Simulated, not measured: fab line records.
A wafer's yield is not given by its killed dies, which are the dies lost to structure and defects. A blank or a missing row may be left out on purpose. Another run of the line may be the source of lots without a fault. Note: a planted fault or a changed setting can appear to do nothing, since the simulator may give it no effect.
Struck lot and sound lot, side by side	flow n5_finfet	16 steps out of a route of 1938
Sound: these wafers, L734.1, L734.3, L734.5. Struck: wafer L730.5; the same lot's L730.4 was not struck, so it is left out; see the end for the cause.
Order at every step that has rows: each side's tool, ch and its chambers, its first start. Under that, the readings that differ: sound wafers	struck wafers	difference of the means	sigmas: that difference in standard deviations of wafers without a fault.
alike: a reading whose means differ by less than 2 such deviations, as well as words and numbers matching on both sides. not compared: withheld readings; readings where some wafer has no value; bounds like >300 that might hide an equal value; numbers whose values overlap and for which the record gives no deviation.
The two part at a step that has a row with sigmas, a row that says differs or no value, or rows on one side only. Numbers that don't overlap but have no deviation are shown without sigmas and don't part them. A reading that every wafer of one side lacks parts them only if that side has two wafers or more.

N5_SDB_CD_MEAS_11: the cd target is 50 nm.
  sound on cd_sem-03 ch 0, day 7 05:22; struck on cd_sem-02 ch 0, day 6 05:17
  alike: cd_nm
N5_SDB_OVL_MEAS_12:
  sound on overlay-01 ch 0, day 7 05:23; struck on overlay-02 ch 0, day 6 05:18
  alike: SDB_OVL
N5_SDB_INSPECT_13: inspects for defects (brightfield).
  struck on defect_inspect-01, day 6 05:20; sound on defect_inspect-02, day 7 05:25
  alike: raw_defect_count
N5_SDB_DESCUM_16: chemistry O2, time 7.9 s.
  sound on rie_diel-05 ch 1,2, day 7 05:35; struck on rie_diel-01 ch 2, day 6 05:28
  alike: chamber_pressure_mTorr, drypump_motor_current_A, o2_flow_sccm, oes_product_au, rf_vpp_V, showerhead_plenum_p_Torr, throttle_valve_pct
  not compared: rf_hours_counter_h
then, 1 step without rows for these wafers: N5_SDB_ETCH_17 (etches SiARC in CF4, target depth 23.4 nm, time 39 s).
N5_SDB_ETCH_18: etches SOC in N2/H2, target depth 100 nm, overetch 20 nm, time 150 s.
  sound on rie_diel-05 ch 1,2, day 7 05:40; struck on rie_diel-01 ch 2, day 6 05:32
  alike: chamber_pressure_mTorr, drypump_motor_current_A, oes_product_au, rf_vpp_V, showerhead_plenum_p_Torr, throttle_valve_pct
  not compared: rf_hours_counter_h
then, 1 step without rows for these wafers: N5_SDB_STRIP_19 (strips in N2/H2).
N5_SDB_STRIP_21: strips in CF4.
  sound on rie_diel-05 ch 1,2, day 7 05:48; struck on rie_diel-01 ch 2, day 6 05:40
  alike: chamber_pressure_mTorr, drypump_motor_current_A, oes_product_au, power_w, rf_vpp_V, showerhead_plenum_p_Torr, throttle_valve_pct
  not compared: rf_hours_counter_h
N5_SDB_HM_OPEN_20: chemistry CH3F/O2, target SiNx, stops on poly-Si, target depth 24 nm.
  sound on rie_diel-05 ch 1,2, day 7 05:49; struck on rie_diel-01 ch 2, day 6 05:41
  alike: chamber_pressure_mTorr, drypump_motor_current_A, mfc_ar_sccm, oes_product_au, rf_vpp_V, showerhead_plenum_p_Torr, throttle_valve_pct
  not compared: rf_hours_counter_h
N5_SDB_STRIP_22: strips in N2/H2.
  sound on plasma_asher-01 ch 0,1, day 7 05:54; struck on plasma_asher-02 ch 1, day 6 05:49
reading	sound	struck	difference	sigmas
heater_power_w (W)	323 390 387	283	-84	-2
  alike: drypump_motor_current_A, oes_product_au, strip_time_to_endpoint_s
  not compared: rf_hours_counter_h
then, 2 steps without rows for these wafers: N5_SDB_PRECLEAN_23 (cleans in dHF, time 30 s); N5_SDB_DUMMY_REMOVE_24 (chemistry TMAH, target poly-Si, stops on SiO2, target depth 142 nm, time 57 s, rinse time 30 s).
N5_SDB_ETCH_25: etches SiO2 in C4F6/O2, target depth 10 nm, time 3.3 s.
  sound on rie_diel-02 ch 2,3, day 7 06:38; struck on rie_diel-01 ch 0, day 6 06:00
reading	sound	struck	difference	sigmas
chamber_pressure_mTorr (mTorr)	29.979 30.001 30.025	30.057	+0.055	+2
throttle_valve_pct (%)	21.62 21.07 21.62	20.65	-0.79	-3
model.etch.depth_nm (nm)	9.726 10.11 9.765	8.011	-1.856	
  alike: drypump_motor_current_A, mfc_ar_sccm, oes_product_au, rf_vpp_V, showerhead_plenum_p_Torr
  not compared: rf_hours_counter_h
then, 1 step without rows for these wafers: N5_SDB_CUT_ETCH_26 (etches Si in HBr/Cl2/O2, target depth 129.6 nm, bt time 20 s, time 51.8 s).
-- the record jumps here: 5 days lie between the struck wafers' starts before and after (it left off in module SDB and takes up again in module BEOL_M4, whose first step shown is number 1111 of the route) --
N5_BEOL_M4_RC_MEAS_101:
  sound on prober-02 ch 0, day 11 18:33; struck on prober-02 ch 0, day 10 22:14
  alike: DIBL_N, DIBL_P, IOFF_N, IOFF_P, ION_N, ION_P, SS_N, SS_P, VT_N, VT_P
after that, 1 step had no rows for these wafers: N5_PASSIVATION_PROBE_49.

== WHERE THEY PART ==
At N5_SDB_STRIP_22 first; at N5_SDB_ETCH_25 last (within this record only). Later steps at which nothing parts them and some readings are alike: N5_BEOL_M4_RC_MEAS_101.

WHY: whatever the simulator had introduced
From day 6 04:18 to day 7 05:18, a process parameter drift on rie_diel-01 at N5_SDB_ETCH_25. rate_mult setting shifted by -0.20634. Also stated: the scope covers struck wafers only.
